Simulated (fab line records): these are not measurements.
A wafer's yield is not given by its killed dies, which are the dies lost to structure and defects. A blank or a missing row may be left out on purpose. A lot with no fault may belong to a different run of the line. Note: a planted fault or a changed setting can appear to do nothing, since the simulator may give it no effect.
fab line records / flow nandHarc
record lots=7 wafers=21 lastDay=33
route steps=1302 shown P_GATE@155
lots with no fault: from the same line, run without faults
startH: hours from the record's first day to the start of the lot's first wafer shown / waitH: how many hours have passed since the lot's step before this one / " same as the row above / L1.1+2: a single row standing in for several wafers / - either no value or no given start / * or withheld: withheld / < > ~ a bound
route shown NAME@n: a module of which the file shows steps, and the number in the route of the first / usual: mean/standard deviation of fault-free wafers / same: alike in all rows / chamber/n: place in a boat / sites: per-site readings / _std_site: standard deviation across them / _edge_site: the outer-site mean with the inner-site mean subtracted / radiusMm: for every site, how far away it sits from the centre of the wafer / mask NAME#n: copy n / behind: the most recent tool/chamber to have shaped the wafer / hold: what put the lot on hold/how long, in hours/how the hold closed / device: which transistor (n, p or np) failed to switch / end of line: tests of these same wafers at the route's end / step lacking rows: just its recipe / killed: dies that structure and defects cost at the first sort, which is not the same as the wafer's yield / map: dies across one wafer; x = killed, . = not, _ = none there
set.NAME: the setting that was run; set.NAME@STEP: the one run at that earlier step / model.NAME: the simulator's own value behind a step, which no gauge read
lots at selected steps of the route; one table per step, one row per wafer
services: from which hour (startH, from the record's first day; less than 0 if before it) a tool's chamber was out of use, for how many hours, and why
## steps
# step NHARC_P_GATE_ALD_36
# recipe targetThkA=200 pulseTimeS=60 aldCycles=223 tempC=400 material=SiNx
# usual heaterPowerW=810/89 precursorPulseHeightRel=1.000/0.019 susceptorTempC=400.03/0.21
lot.wafer=L986.2 tool=aldSin-01 chamber=3 startH=143.18 waitH=- heaterPowerW=636 precursorPulseHeightRel=0.985 susceptorTempC=400.04
lot.wafer=L986.1 tool=aldSin-01 chamber=1 startH=145.33 waitH=- heaterPowerW=845 precursorPulseHeightRel=1.017 susceptorTempC=399.43
lot.wafer=L986.5 tool=aldSin-01 chamber=2 startH=146.40 waitH=- heaterPowerW=780 precursorPulseHeightRel=0.988 susceptorTempC=400.35
lot.wafer=L995.3 tool=aldSin-03 chamber=0 startH=231.14 waitH=- heaterPowerW=879 precursorPulseHeightRel=0.988 susceptorTempC=399.86
lot.wafer=L995.1 tool=aldSin-03 chamber=2 startH=233.24 waitH=- heaterPowerW=803 precursorPulseHeightRel=1.001 susceptorTempC=400.32
lot.wafer=L995.6 tool=aldSin-03 chamber=0 startH=235.34 waitH=- heaterPowerW=905 precursorPulseHeightRel=1.028 susceptorTempC=399.95
lot.wafer=L997.2 tool=aldSin-01 chamber=3 startH=242.89 waitH=- heaterPowerW=631 precursorPulseHeightRel=0.998 susceptorTempC=400.14
lot.wafer=L997.6 tool=aldSin-01 chamber=3 startH=247.17 waitH=- heaterPowerW=660 precursorPulseHeightRel=1.002 susceptorTempC=399.84
lot.wafer=L997.4 tool=aldSin-01 chamber=2 startH=250.02 waitH=- heaterPowerW=828 precursorPulseHeightRel=0.992 susceptorTempC=400.11
lot.wafer=L996.1 tool=aldSin-04 chamber=1 startH=243.08 waitH=- heaterPowerW=715 precursorPulseHeightRel=1.030 susceptorTempC=400.25
lot.wafer=L996.2 tool=aldSin-04 chamber=2 startH=244.14 waitH=- heaterPowerW=828 precursorPulseHeightRel=0.979 susceptorTempC=400.28
lot.wafer=L996.6 tool=aldSin-04 chamber=1 startH=247.31 waitH=- heaterPowerW=721 precursorPulseHeightRel=1.022 susceptorTempC=400.11
lot.wafer=L100.2 tool=aldSin-01 chamber=2 startH=277.65 waitH=- heaterPowerW=840 precursorPulseHeightRel=0.984 susceptorTempC=400.40
lot.wafer=L100.3 tool=aldSin-01 chamber=3 startH=279.07 waitH=- heaterPowerW=638 precursorPulseHeightRel=1.004 susceptorTempC=399.79
lot.wafer=L100.6 tool=aldSin-01 chamber=3 startH=283.33 waitH=- heaterPowerW=637 precursorPulseHeightRel=1.031 susceptorTempC=400.43
lot.wafer=L102.3 tool=aldSin-01 chamber=2 startH=307.77 waitH=- heaterPowerW=834 precursorPulseHeightRel=1.018 susceptorTempC=399.96
lot.wafer=L102.6 tool=aldSin-01 chamber=2 startH=311.95 waitH=- heaterPowerW=838 precursorPulseHeightRel=1.013 susceptorTempC=399.85
lot.wafer=L102.5 tool=aldSin-01 chamber=3 startH=312.99 waitH=- heaterPowerW=643 precursorPulseHeightRel=1.000 susceptorTempC=400.24
lot.wafer=L103.1 tool=aldSin-04 chamber=2 startH=308.31 waitH=- heaterPowerW=875 precursorPulseHeightRel=0.994 susceptorTempC=400.03
lot.wafer=L103.4 tool=aldSin-04 chamber=3 startH=309.36 waitH=- heaterPowerW=916 precursorPulseHeightRel=1.014 susceptorTempC=400.04
lot.wafer=L103.5 tool=aldSin-04 chamber=2 startH=312.52 waitH=- heaterPowerW=851 precursorPulseHeightRel=1.023 susceptorTempC=400.07
# step NHARC_P_GATE_ETCHBACK_37
# recipe targetDepthA=345 timeS=17.2 chf3FlowSccm=50 o2FlowSccm=10 arFlowSccm=200 rfW=500 biasW=200 chemistry=CHF3/O2
# usual drypumpMotorCurrentA=5.8/0.52 oesProductAu=0.935/0.025 rfVppV=371.6/2.2 showerheadPlenumPTorr=2.45/0.094 throttleValvePct=20.572/0.0094
lot.wafer=L986.1 tool=rieDiel-04 chamber=2 startH=- waitH=- drypumpMotorCurrentA=6.2 oesProductAu=0.936 rfHoursCounterH=6.1 rfVppV=368.2 showerheadPlenumPTorr=2.31 throttleValvePct=20.561
lot.wafer=L986.2 tool=rieDiel-04 chamber=3 startH=- waitH=- drypumpMotorCurrentA=4.8 oesProductAu=0.929 rfHoursCounterH=6.3 rfVppV=375.4 showerheadPlenumPTorr=2.57 throttleValvePct=20.579
lot.wafer=L986.5 tool=rieDiel-04 chamber=2 startH=- waitH=- drypumpMotorCurrentA=6.3 oesProductAu=0.929 rfHoursCounterH=- rfVppV=368.4 showerheadPlenumPTorr=2.31 throttleValvePct=20.575
lot.wafer=L995.3 tool=rieDiel-10 chamber=0 startH=- waitH=- drypumpMotorCurrentA=5.8 oesProductAu=0.918 rfHoursCounterH=10.4 rfVppV=372.4 showerheadPlenumPTorr=2.50 throttleValvePct=20.574
lot.wafer=L995.1 tool=rieDiel-10 chamber=2 startH=- waitH=- drypumpMotorCurrentA=5.6 oesProductAu=0.917 rfHoursCounterH=10.8 rfVppV=370.0 showerheadPlenumPTorr=2.41 throttleValvePct=20.589
lot.wafer=L995.6 tool=rieDiel-10 chamber=3 startH=- waitH=- drypumpMotorCurrentA=5.5 oesProductAu=0.943 rfHoursCounterH=- rfVppV=375.7 showerheadPlenumPTorr=2.58 throttleValvePct=20.583
lot.wafer=L996.1 tool=rieDiel-04 chamber=3 startH=- waitH=- drypumpMotorCurrentA=4.8 oesProductAu=0.915 rfHoursCounterH=4.4 rfVppV=374.2 showerheadPlenumPTorr=2.57 throttleValvePct=20.569
lot.wafer=L996.2 tool=rieDiel-04 chamber=0 startH=- waitH=- drypumpMotorCurrentA=6.8 oesProductAu=0.920 rfHoursCounterH=3.6 rfVppV=368.5 showerheadPlenumPTorr=2.28 throttleValvePct=20.560
lot.wafer=L996.6 tool=rieDiel-04 chamber=3 startH=- waitH=- drypumpMotorCurrentA=4.8 oesProductAu=0.909 rfHoursCounterH=- rfVppV=373.8 showerheadPlenumPTorr=2.57 throttleValvePct=20.567
lot.wafer=L997.4 tool=rieDiel-09 chamber=3 startH=- waitH=- drypumpMotorCurrentA=5.9 oesProductAu=0.936 rfHoursCounterH=5.5 rfVppV=373.4 showerheadPlenumPTorr=2.54 throttleValvePct=20.570
lot.wafer=L997.2 tool=rieDiel-09 chamber=2 startH=- waitH=- drypumpMotorCurrentA=6.2 oesProductAu=0.927 rfHoursCounterH=6.0 rfVppV=373.7 showerheadPlenumPTorr=2.52 throttleValvePct=20.577
lot.wafer=L997.6 tool=rieDiel-09 chamber=0 startH=- waitH=- drypumpMotorCurrentA=6.4 oesProductAu=0.928 rfHoursCounterH=- rfVppV=372.6 showerheadPlenumPTorr=2.47 throttleValvePct=20.583
lot.wafer=L100.3 tool=rieDiel-10 chamber=0 startH=- waitH=- drypumpMotorCurrentA=5.8 oesProductAu=0.914 rfHoursCounterH=0.7 rfVppV=372.0 showerheadPlenumPTorr=2.50 throttleValvePct=20.567
lot.wafer=L100.2 tool=rieDiel-10 chamber=2 startH=- waitH=- drypumpMotorCurrentA=5.6 oesProductAu=0.913 rfHoursCounterH=2.3 rfVppV=371.7 showerheadPlenumPTorr=2.40 throttleValvePct=20.570
lot.wafer=L100.6 tool=rieDiel-10 chamber=0 startH=- waitH=- drypumpMotorCurrentA=5.8 oesProductAu=0.921 rfHoursCounterH=- rfVppV=372.7 showerheadPlenumPTorr=2.50 throttleValvePct=20.571
lot.wafer=L103.1 tool=rieDiel-09 chamber=3 startH=- waitH=- drypumpMotorCurrentA=5.9 oesProductAu=0.997 rfHoursCounterH=10.5 rfVppV=373.6 showerheadPlenumPTorr=2.54 throttleValvePct=20.568
lot.wafer=L103.4 tool=rieDiel-09 chamber=1 startH=- waitH=- drypumpMotorCurrentA=5.2 oesProductAu=0.925 rfHoursCounterH=- rfVppV=372.7 showerheadPlenumPTorr=2.48 throttleValvePct=20.569
lot.wafer=L103.5 tool=rieDiel-09 chamber=3 startH=- waitH=- drypumpMotorCurrentA=5.9 oesProductAu=0.994 rfHoursCounterH=- rfVppV=373.9 showerheadPlenumPTorr=2.54 throttleValvePct=20.570
lot.wafer=L102.3 tool=rieDiel-04 chamber=0 startH=- waitH=- drypumpMotorCurrentA=6.8 oesProductAu=0.939 rfHoursCounterH=6.7 rfVppV=368.3 showerheadPlenumPTorr=2.28 throttleValvePct=20.569
lot.wafer=L102.6 tool=rieDiel-04 chamber=1 startH=- waitH=- drypumpMotorCurrentA=5.8 oesProductAu=0.939 rfHoursCounterH=- rfVppV=369.1 showerheadPlenumPTorr=2.41 throttleValvePct=20.582
lot.wafer=L102.5 tool=rieDiel-04 chamber=2 startH=- waitH=- drypumpMotorCurrentA=6.2 oesProductAu=0.930 rfHoursCounterH=- rfVppV=368.5 showerheadPlenumPTorr=2.30 throttleValvePct=20.589
# step NHARC_P_GATE_STRIP_101
# recipe timeS=20 o2FlowSccm=500 arFlowSccm=0 biasW=0 chemistry=O2
# usual drypumpMotorCurrentA=5.8/0.53 oesProductAu=1.000/0.012 rfVppV=57.9/0.87 showerheadPlenumPTorr=3.60/0.14 throttleValvePct=17.037/0.0081
lot.wafer=L986.1 tool=rieDiel-04 chamber=1 startH=151.81 waitH=0.1 drypumpMotorCurrentA=5.8 oesProductAu=1.027 rfHoursCounterH=5.3 rfVppV=58.3 showerheadPlenumPTorr=3.54 throttleValvePct=17.028
lot.wafer=L986.2 tool=rieDiel-04 chamber=2 startH=151.81 waitH=0.1 drypumpMotorCurrentA=6.3 oesProductAu=1.007 rfHoursCounterH=6.1 rfVppV=58.9 showerheadPlenumPTorr=3.39 throttleValvePct=17.031
lot.wafer=L986.5 tool=rieDiel-04 chamber=1 startH=151.81 waitH=0.1 drypumpMotorCurrentA=5.8 oesProductAu=1.017 rfHoursCounterH=- rfVppV=57.9 showerheadPlenumPTorr=3.54 throttleValvePct=17.026
lot.wafer=L995.3 tool=rieDiel-10 chamber=2 startH=240.71 waitH=0.1 drypumpMotorCurrentA=5.6 oesProductAu=0.979 rfHoursCounterH=10.8 rfVppV=58.8 showerheadPlenumPTorr=3.53 throttleValvePct=17.017
lot.wafer=L995.1 tool=rieDiel-10 chamber=1 startH=240.71 waitH=0.1 drypumpMotorCurrentA=5.4 oesProductAu=1.019 rfHoursCounterH=10.6 rfVppV=58.0 showerheadPlenumPTorr=3.53 throttleValvePct=17.044
lot.wafer=L995.6 tool=rieDiel-10 chamber=2 startH=240.71 waitH=0.1 drypumpMotorCurrentA=5.6 oesProductAu=0.986 rfHoursCounterH=- rfVppV=57.1 showerheadPlenumPTorr=3.53 throttleValvePct=17.043
lot.wafer=L996.2 tool=rieDiel-04 chamber=0 startH=252.72 waitH=0.1 drypumpMotorCurrentA=6.8 oesProductAu=1.004 rfHoursCounterH=3.7 rfVppV=58.0 showerheadPlenumPTorr=3.36 throttleValvePct=17.032
lot.wafer=L996.1 tool=rieDiel-04 chamber=2 startH=252.72 waitH=0.1 drypumpMotorCurrentA=6.3 oesProductAu=0.991 rfHoursCounterH=4.2 rfVppV=57.9 showerheadPlenumPTorr=3.39 throttleValvePct=17.041
lot.wafer=L996.6 tool=rieDiel-04 chamber=0 startH=252.72 waitH=0.1 drypumpMotorCurrentA=6.8 oesProductAu=1.004 rfHoursCounterH=- rfVppV=57.0 showerheadPlenumPTorr=3.36 throttleValvePct=17.034
lot.wafer=L997.4 tool=rieDiel-09 chamber=0 startH=254.71 waitH=0.1 drypumpMotorCurrentA=6.4 oesProductAu=0.996 rfHoursCounterH=4.8 rfVppV=58.1 showerheadPlenumPTorr=3.62 throttleValvePct=17.040
lot.wafer=L997.2 tool=rieDiel-09 chamber=2 startH=254.71 waitH=0.1 drypumpMotorCurrentA=6.2 oesProductAu=1.006 rfHoursCounterH=6.0 rfVppV=59.3 showerheadPlenumPTorr=3.70 throttleValvePct=17.029
lot.wafer=L997.6 tool=rieDiel-09 chamber=0 startH=254.71 waitH=0.1 drypumpMotorCurrentA=6.4 oesProductAu=0.999 rfHoursCounterH=- rfVppV=59.2 showerheadPlenumPTorr=3.62 throttleValvePct=17.034
lot.wafer=L100.3 tool=rieDiel-10 chamber=0 startH=289.44 waitH=0.1 drypumpMotorCurrentA=5.8 oesProductAu=0.968 rfHoursCounterH=0.7 rfVppV=58.9 showerheadPlenumPTorr=3.67 throttleValvePct=17.026
lot.wafer=L100.2 tool=rieDiel-10 chamber=1 startH=289.44 waitH=0.1 drypumpMotorCurrentA=5.4 oesProductAu=0.999 rfHoursCounterH=2.4 rfVppV=57.2 showerheadPlenumPTorr=3.53 throttleValvePct=17.047
lot.wafer=L100.6 tool=rieDiel-10 chamber=3 startH=289.44 waitH=0.1 drypumpMotorCurrentA=5.5 oesProductAu=0.994 rfHoursCounterH=- rfVppV=59.5 showerheadPlenumPTorr=3.78 throttleValvePct=17.021
lot.wafer=L103.1 tool=rieDiel-09 chamber=1 startH=316.90 waitH=0.1 drypumpMotorCurrentA=5.2 oesProductAu=0.984 rfHoursCounterH=11.6 rfVppV=57.4 showerheadPlenumPTorr=3.64 throttleValvePct=17.039
lot.wafer=L103.4 tool=rieDiel-09 chamber=1 startH=316.90 waitH=0.1 drypumpMotorCurrentA=5.2 oesProductAu=0.975 rfHoursCounterH=- rfVppV=58.0 showerheadPlenumPTorr=3.64 throttleValvePct=17.036
lot.wafer=L103.5 tool=rieDiel-09 chamber=3 startH=316.90 waitH=0.1 drypumpMotorCurrentA=5.9 oesProductAu=0.995 rfHoursCounterH=- rfVppV=57.5 showerheadPlenumPTorr=3.72 throttleValvePct=17.055
lot.wafer=L102.3 tool=rieDiel-04 chamber=2 startH=317.31 waitH=0.1 drypumpMotorCurrentA=6.3 oesProductAu=1.017 rfHoursCounterH=8.1 rfVppV=56.7 showerheadPlenumPTorr=3.39 throttleValvePct=17.037
lot.wafer=L102.5 tool=rieDiel-04 chamber=1 startH=317.31 waitH=0.1 drypumpMotorCurrentA=5.7 oesProductAu=1.020 rfHoursCounterH=- rfVppV=58.1 showerheadPlenumPTorr=3.54 throttleValvePct=17.045
lot.wafer=L102.6 tool=rieDiel-04 chamber=2 startH=317.31 waitH=0.1 drypumpMotorCurrentA=6.3 oesProductAu=1.018 rfHoursCounterH=- rfVppV=56.6 showerheadPlenumPTorr=3.39 throttleValvePct=17.033
# step NHARC_P_GATE_PRECLEAN_97
# recipe timeS=600 tempC=120 chemistry=SPM
# step NHARC_P_GATE_SRD_98
# step NHARC_P_GATE_PRECLEAN_99
# recipe timeS=* tempC=50 bathAgeMin=0 chemistry=SC1
# step NHARC_P_GATE_SRD_100
# step NHARC_P_GATE_DEHYDRATE_38
# recipe tempC=150 timeS=120
# step NHARC_P_GATE_HMDS_39
# recipe timeS=30
# step NHARC_P_GATE_COAT_40
# recipe spinRpm=3000
# step NHARC_P_GATE_SOFTBAKE_41
# recipe tempC=122 timeS=95
# step NHARC_P_GATE_EBR_42
# step NHARC_P_GATE_EXPOSE_43
# recipe na=0.6 targetCdNm=720 doseMj=14.81 maskId=P_NSD
# usual focusOffsetNm=-0.1/0.51
# same na=0.6
lot.wafer=L986.1 tool=krfScanner-03 chamber=0 startH=152.46 waitH=- mask=P_NSD#0 focusOffsetNm=-1.2
lot.wafer=L986.2 tool=krfScanner-03 chamber=0 startH=152.46 waitH=- mask=P_NSD#0 focusOffsetNm=-1.1
lot.wafer=L986.5 tool=krfScanner-03 chamber=0 startH=152.46 waitH=- mask=P_NSD#0 focusOffsetNm=0.1
lot.wafer=L995.1 tool=krfScanner-01 chamber=0 startH=241.47 waitH=- mask=P_NSD#0 focusOffsetNm=-0.3
lot.wafer=L995.3 tool=krfScanner-01 chamber=0 startH=241.47 waitH=- mask=P_NSD#0 focusOffsetNm=-0.1
lot.wafer=L995.6 tool=krfScanner-01 chamber=0 startH=241.47 waitH=- mask=P_NSD#0 focusOffsetNm=0.3
lot.wafer=L996.1 tool=krfScanner-01 chamber=0 startH=253.35 waitH=- mask=P_NSD#0 focusOffsetNm=-0.1
lot.wafer=L996.2 tool=krfScanner-01 chamber=0 startH=253.35 waitH=- mask=P_NSD#0 focusOffsetNm=-0.1
lot.wafer=L996.6 tool=krfScanner-01 chamber=0 startH=253.35 waitH=- mask=P_NSD#0 focusOffsetNm=-0.7
lot.wafer=L997.2 tool=krfScanner-01 chamber=0 startH=255.36 waitH=- mask=P_NSD#0 focusOffsetNm=-0.9
lot.wafer=L997.4 tool=krfScanner-01 chamber=0 startH=255.36 waitH=- mask=P_NSD#0 focusOffsetNm=-0.1
lot.wafer=L997.6 tool=krfScanner-01 chamber=0 startH=255.36 waitH=- mask=P_NSD#0 focusOffsetNm=0.5
lot.wafer=L100.2 tool=krfScanner-04 chamber=0 startH=290.09 waitH=- mask=P_NSD#0 focusOffsetNm=-0.6
lot.wafer=L100.3 tool=krfScanner-04 chamber=0 startH=290.09 waitH=- mask=P_NSD#0 focusOffsetNm=-0.1
lot.wafer=L100.6 tool=krfScanner-04 chamber=0 startH=290.09 waitH=- mask=P_NSD#0 focusOffsetNm=-0.1
lot.wafer=L103.1 tool=krfScanner-01 chamber=0 startH=317.67 waitH=- mask=P_NSD#0 focusOffsetNm=0.0
lot.wafer=L103.4 tool=krfScanner-01 chamber=0 startH=317.67 waitH=- mask=P_NSD#0 focusOffsetNm=0.3
lot.wafer=L103.5 tool=krfScanner-01 chamber=0 startH=317.67 waitH=- mask=P_NSD#0 focusOffsetNm=0.2
lot.wafer=L102.3 tool=krfScanner-04 chamber=0 startH=318.08 waitH=- mask=P_NSD#0 focusOffsetNm=0.3
lot.wafer=L102.5 tool=krfScanner-04 chamber=0 startH=318.08 waitH=- mask=P_NSD#0 focusOffsetNm=-0.2
lot.wafer=L102.6 tool=krfScanner-04 chamber=0 startH=318.08 waitH=- mask=P_NSD#0 focusOffsetNm=0.0
# step NHARC_P_GATE_PEB_44
# recipe pebTempC=118 pebTimeS=85
# step NHARC_P_GATE_DEVELOP_45
# recipe timeS=70
# step NHARC_P_GATE_CD_MEAS_46
# recipe targetCdNm=720 landingEnergyEv=500
# usual cdNm=721.3/1.9
lot.wafer=L986.1 tool=cdSem-02 chamber=0 startH=152.61 waitH=- cdNm=719.2
lot.wafer=L986.2 tool=cdSem-02 chamber=0 startH=152.61 waitH=- cdNm=717.5
lot.wafer=L986.5 tool=cdSem-02 chamber=0 startH=152.61 waitH=- cdNm=719.9
lot.wafer=L995.1 tool=cdSem-02 chamber=0 startH=241.62 waitH=- cdNm=772.1
lot.wafer=L995.3 tool=cdSem-02 chamber=0 startH=241.62 waitH=- cdNm=801.0
lot.wafer=L995.6 tool=cdSem-02 chamber=0 startH=241.62 waitH=- cdNm=789.7
lot.wafer=L996.1 tool=cdSem-03 chamber=0 startH=253.51 waitH=- cdNm=755.7
lot.wafer=L996.2 tool=cdSem-03 chamber=0 startH=253.51 waitH=- cdNm=733.9
lot.wafer=L996.6 tool=cdSem-03 chamber=0 startH=253.51 waitH=- cdNm=753.7
lot.wafer=L997.2 tool=cdSem-03 chamber=0 startH=255.51 waitH=- cdNm=777.1
lot.wafer=L997.4 tool=cdSem-03 chamber=0 startH=255.51 waitH=- cdNm=790.2
lot.wafer=L997.6 tool=cdSem-03 chamber=0 startH=255.51 waitH=- cdNm=807.1
lot.wafer=L100.2 tool=cdSem-03 chamber=0 startH=290.25 waitH=- cdNm=721.5
lot.wafer=L100.3 tool=cdSem-03 chamber=0 startH=290.25 waitH=- cdNm=721.2
lot.wafer=L100.6 tool=cdSem-03 chamber=0 startH=290.25 waitH=- cdNm=721.1
lot.wafer=L103.1 tool=cdSem-02 chamber=0 startH=317.83 waitH=- cdNm=721.8
lot.wafer=L103.4 tool=cdSem-02 chamber=0 startH=317.83 waitH=- cdNm=722.8
lot.wafer=L103.5 tool=cdSem-02 chamber=0 startH=317.83 waitH=- cdNm=724.3
lot.wafer=L102.3 tool=cdSem-02 chamber=0 startH=318.23 waitH=- cdNm=720.6
lot.wafer=L102.5 tool=cdSem-02 chamber=0 startH=318.23 waitH=- cdNm=721.0
lot.wafer=L102.6 tool=cdSem-02 chamber=0 startH=318.23 waitH=- cdNm=722.6
# step NHARC_P_GATE_HARDBAKE_47
# recipe tempC=125 timeS=80
# step NHARC_P_GATE_DESCUM_48
# recipe timeS=3 o2FlowSccm=200 arFlowSccm=0 biasPowerW=0 chemistry=O2
# usual drypumpMotorCurrentA=5.7/0.48 oesProductAu=1.001/0.012 rfVppV=58.0/0.88 showerheadPlenumPTorr=1.96/0.072 throttleValvePct=11.312/0.0097
# same biasPowerW=0
lot.wafer=L986.2 tool=rieDiel-10 chamber=3 startH=152.80 waitH=- drypumpMotorCurrentA=5.6 oesProductAu=0.999 rfHoursCounterH=5 rfVppV=58.0 showerheadPlenumPTorr=2.07 throttleValvePct=11.310 model.P_GATE.cdNm=717.3
lot.wafer=L986.1 tool=rieDiel-10 chamber=0 startH=152.80 waitH=- drypumpMotorCurrentA=5.8 oesProductAu=0.991 rfHoursCounterH=5 rfVppV=58.5 showerheadPlenumPTorr=2.00 throttleValvePct=11.308 model.P_GATE.cdNm=719.4
lot.wafer=L986.5 tool=rieDiel-10 chamber=2 startH=152.80 waitH=- drypumpMotorCurrentA=5.6 oesProductAu=0.991 rfHoursCounterH=- rfVppV=58.1 showerheadPlenumPTorr=1.92 throttleValvePct=11.321 model.P_GATE.cdNm=719.8
lot.wafer=L995.1 tool=rieDiel-10 chamber=2 startH=241.84 waitH=- drypumpMotorCurrentA=5.6 oesProductAu=0.966 rfHoursCounterH=11 rfVppV=57.6 showerheadPlenumPTorr=1.92 throttleValvePct=11.315 model.P_GATE.cdNm=771.3
lot.wafer=L995.3 tool=rieDiel-10 chamber=3 startH=241.84 waitH=- drypumpMotorCurrentA=5.6 oesProductAu=0.997 rfHoursCounterH=13 rfVppV=59.2 showerheadPlenumPTorr=2.06 throttleValvePct=11.300 model.P_GATE.cdNm=800.4
lot.wafer=L995.6 tool=rieDiel-10 chamber=1 startH=241.84 waitH=- drypumpMotorCurrentA=5.4 oesProductAu=0.994 rfHoursCounterH=- rfVppV=59.0 showerheadPlenumPTorr=1.91 throttleValvePct=11.310 model.P_GATE.cdNm=788.9
lot.wafer=L996.1 tool=rieDiel-04 chamber=0 startH=253.68 waitH=- drypumpMotorCurrentA=6.8 oesProductAu=1.014 rfHoursCounterH=4 rfVppV=56.0 showerheadPlenumPTorr=1.82 throttleValvePct=11.314 model.P_GATE.cdNm=754.9
lot.wafer=L996.2 tool=rieDiel-04 chamber=2 startH=253.68 waitH=- drypumpMotorCurrentA=6.2 oesProductAu=1.003 rfHoursCounterH=4 rfVppV=58.5 showerheadPlenumPTorr=1.83 throttleValvePct=11.290 model.P_GATE.cdNm=733.3
lot.wafer=L996.6 tool=rieDiel-04 chamber=0 startH=253.68 waitH=- drypumpMotorCurrentA=6.8 oesProductAu=1.001 rfHoursCounterH=- rfVppV=57.3 showerheadPlenumPTorr=1.81 throttleValvePct=11.295 model.P_GATE.cdNm=753.1
lot.wafer=L997.4 tool=rieDiel-10 chamber=1 startH=255.68 waitH=- drypumpMotorCurrentA=5.4 oesProductAu=1.016 rfHoursCounterH=0 rfVppV=56.8 showerheadPlenumPTorr=1.91 throttleValvePct=11.319 model.P_GATE.cdNm=790.2
lot.wafer=L997.2 tool=rieDiel-10 chamber=3 startH=255.68 waitH=- drypumpMotorCurrentA=5.6 oesProductAu=0.998 rfHoursCounterH=0 rfVppV=59.0 showerheadPlenumPTorr=2.06 throttleValvePct=11.312 model.P_GATE.cdNm=777.3
lot.wafer=L997.6 tool=rieDiel-10 chamber=0 startH=255.68 waitH=- drypumpMotorCurrentA=5.8 oesProductAu=0.989 rfHoursCounterH=- rfVppV=58.2 showerheadPlenumPTorr=2.00 throttleValvePct=11.323 model.P_GATE.cdNm=807.1
lot.wafer=L100.2 tool=rieDiel-09 chamber=0 startH=290.43 waitH=- drypumpMotorCurrentA=6.4 oesProductAu=0.990 rfHoursCounterH=8 rfVppV=58.6 showerheadPlenumPTorr=1.97 throttleValvePct=11.325 model.P_GATE.cdNm=722.3
lot.wafer=L100.3 tool=rieDiel-09 chamber=1 startH=290.43 waitH=- drypumpMotorCurrentA=5.2 oesProductAu=0.994 rfHoursCounterH=- rfVppV=57.4 showerheadPlenumPTorr=1.98 throttleValvePct=11.308 model.P_GATE.cdNm=721.9
lot.wafer=L100.6 tool=rieDiel-09 chamber=0 startH=290.43 waitH=- drypumpMotorCurrentA=6.4 oesProductAu=0.982 rfHoursCounterH=- rfVppV=58.3 showerheadPlenumPTorr=1.97 throttleValvePct=11.299 model.P_GATE.cdNm=721.5
lot.wafer=L103.1 tool=rieDiel-10 chamber=1 startH=318.00 waitH=- drypumpMotorCurrentA=5.4 oesProductAu=1.010 rfHoursCounterH=3 rfVppV=58.2 showerheadPlenumPTorr=1.91 throttleValvePct=11.311 model.P_GATE.cdNm=721.7
lot.wafer=L103.4 tool=rieDiel-10 chamber=3 startH=318.00 waitH=- drypumpMotorCurrentA=5.5 oesProductAu=1.000 rfHoursCounterH=3 rfVppV=58.1 showerheadPlenumPTorr=2.06 throttleValvePct=11.324 model.P_GATE.cdNm=722.5
lot.wafer=L103.5 tool=rieDiel-10 chamber=1 startH=318.00 waitH=- drypumpMotorCurrentA=5.4 oesProductAu=1.027 rfHoursCounterH=- rfVppV=56.0 showerheadPlenumPTorr=1.91 throttleValvePct=11.311 model.P_GATE.cdNm=724.5
lot.wafer=L102.3 tool=rieDiel-09 chamber=1 startH=318.43 waitH=- drypumpMotorCurrentA=5.3 oesProductAu=0.999 rfHoursCounterH=- rfVppV=57.0 showerheadPlenumPTorr=1.98 throttleValvePct=11.300 model.P_GATE.cdNm=721.2
lot.wafer=L102.5 tool=rieDiel-09 chamber=1 startH=318.43 waitH=- drypumpMotorCurrentA=5.3 oesProductAu=0.985 rfHoursCounterH=- rfVppV=58.2 showerheadPlenumPTorr=1.98 throttleValvePct=11.302 model.P_GATE.cdNm=721.2
lot.wafer=L102.6 tool=rieDiel-09 chamber=3 startH=318.43 waitH=- drypumpMotorCurrentA=5.9 oesProductAu=0.998 rfHoursCounterH=- rfVppV=58.8 showerheadPlenumPTorr=2.03 throttleValvePct=11.309 model.P_GATE.cdNm=721.4
# step NHARC_P_GATE_IMPLANT_49
# recipe energyKev=30 doseCm2=3e+15 tiltDeg=7
## services
tool=krfScanner-04 chamber=- startH=120.66 hours=0.2 kind=repair
tool=aldSin-01 chamber=- startH=123.37 hours=1.2 kind=repair
tool=rieDiel-09 chamber=- startH=143.10 hours=9.0 kind=pm
tool=rieDiel-04 chamber=- startH=177.90 hours=9.0 kind=pm
tool=krfScanner-04 chamber=- startH=182.00 hours=4.0 kind=pm
tool=krfScanner-01 chamber=- startH=183.40 hours=4.0 kind=pm
tool=rieDiel-04 chamber=- startH=187.54 hours=0.6 kind=repair
tool=rieDiel-10 chamber=0 startH=189.62 hours=12.9 kind=repair
tool=rieDiel-09 chamber=1 startH=190.97 hours=8.8 kind=repair
tool=aldSin-01 chamber=- startH=221.99 hours=10.0 kind=pm
tool=rieDiel-09 chamber=0 startH=236.91 hours=5.7 kind=repair
tool=aldSin-01 chamber=1 startH=238.25 hours=11.5 kind=repair
tool=rieDiel-10 chamber=- startH=248.27 hours=0.7 kind=repair
tool=aldSin-04 chamber=3 startH=254.61 hours=16.9 kind=repair
tool=aldSin-04 chamber=- startH=258.99 hours=10.0 kind=pm
tool=rieDiel-10 chamber=- startH=269.23 hours=0.3 kind=repair
tool=aldSin-01 chamber=0 startH=269.64 hours=15.5 kind=repair
tool=rieDiel-04 chamber=2 startH=278.73 hours=2.1 kind=repair
tool=rieDiel-09 chamber=2 startH=280.90 hours=45.9 kind=repair
tool=rieDiel-09 chamber=3 startH=288.76 hours=1.9 kind=repair
tool=aldSin-04 chamber=1 startH=292.40 hours=9.3 kind=repair
tool=rieDiel-10 chamber=1 startH=292.72 hours=13.1 kind=repair
tool=rieDiel-04 chamber=0 startH=300.01 hours=7.7 kind=repair
tool=rieDiel-09 chamber=0 startH=311.22 hours=8.4 kind=repair
## key
firstSign step=NHARC_P_GATE_CD_MEAS_46 reading=cdNm direction=up sigmas=28 usual=721.3 struck=775.6
effect none on later readings
modelEffect step=NHARC_P_GATE_DESCUM_48 value=P_GATE.cdNm without=721.7 struck=775.2
metAt NHARC_P_GATE_EXPOSE_43
struckWafers L995.1,L995.3,L995.6,L996.1,L996.2,L996.6,L997.2,L997.4,L997.6
sortLeftOut L995.1,L995.3,L995.6,L997.2,L997.4,L997.6
testerLeftOut L995,L996,L997
fault kind=processParameterDrift tool=krfScanner-01 chamber=- onsetH=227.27 steps=NHARC_P_GATE_EXPOSE_43 channel=focusNm offset=522.57 spreadByWafer=0.3 shape=step endH=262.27
# testerLeftOut: of these lots the tester's yield and bins aren't shown, on N5 and GAA mostly nor the transistor test; their killed dies are dies lost to structure and defects alone, not to doping, threshold or leakage, so they don't give the yield
# sortLeftOut: the simulated sort isn't trusted on such a fault, so these wafers' sort isn't shown, and their yield isn't known
